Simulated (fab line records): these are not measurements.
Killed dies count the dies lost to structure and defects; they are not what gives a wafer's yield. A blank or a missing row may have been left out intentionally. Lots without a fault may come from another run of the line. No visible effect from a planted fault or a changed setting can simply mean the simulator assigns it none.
Chamber matching + flow nand_harc + NHARC_P_M2_ETCH_28 on rie_diel-04: 4 sister chambers
The step etches the open film in CF4/N2, target depth 30 nm, time 72.99 s. 4 wafers are shown with their chamber, then 7 later ones without.

WAFERS, EACH WITH ITS CHAMBER
| wafer  | chamber | drypump_motor_current_A (A) |
|--------|---------|-----------------------------|
| L240.1 | 3       | 5.83                        |
| L240.4 | 2       | 6.23                        |
| L247.6 | 0       | 6.24                        |
| L248.3 | 1       | 5.66                        |

WAFERS WHOSE CHAMBER IS MISSING
| wafer  | drypump_motor_current_A (A) |
|--------|-----------------------------|
| L248.4 | 5.82                        |
| L248.5 | 5.82                        |
| L255.1 | 6.23                        |
| L255.3 | 6.25                        |
| L254.1 | 5.87                        |
| L256.1 | 6.22                        |
| L256.6 | 5.81                        |

WHICH CHAMBER EACH WENT THROUGH
| wafer  | from the rows above     | in truth |
|--------|-------------------------|----------|
| L248.4 | 3                       | 3        |
| L248.5 | 3                       | 3        |
| L255.1 | can't be placed: 2 or 0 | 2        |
| L255.3 | can't be placed: 0 or 2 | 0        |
| L254.1 | 3                       | 3        |
| L256.1 | can't be placed: 2 or 0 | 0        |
| L256.6 | 3                       | 3        |
Placed correctly: 4 of 7. From these rows, 3 cannot be placed; in 3 the true chamber is one of the candidates. 0 placed wrongly.
How it was worked out, from the rows above alone: a wafer's distance from a chamber is the root of the sum, over the readings, of the square of ((its reading less the chamber's mean) divided by the reading's scatter). If the next closest chamber is less than 2 further off than the closest, the wafer can't be placed; otherwise it belongs to the closest. A chamber's mean is the mean of its shown wafers. The scatter (one wafer shown for each chamber): square how far every hidden wafer sits from the nearest shown wafer, average those squares and take the square root.
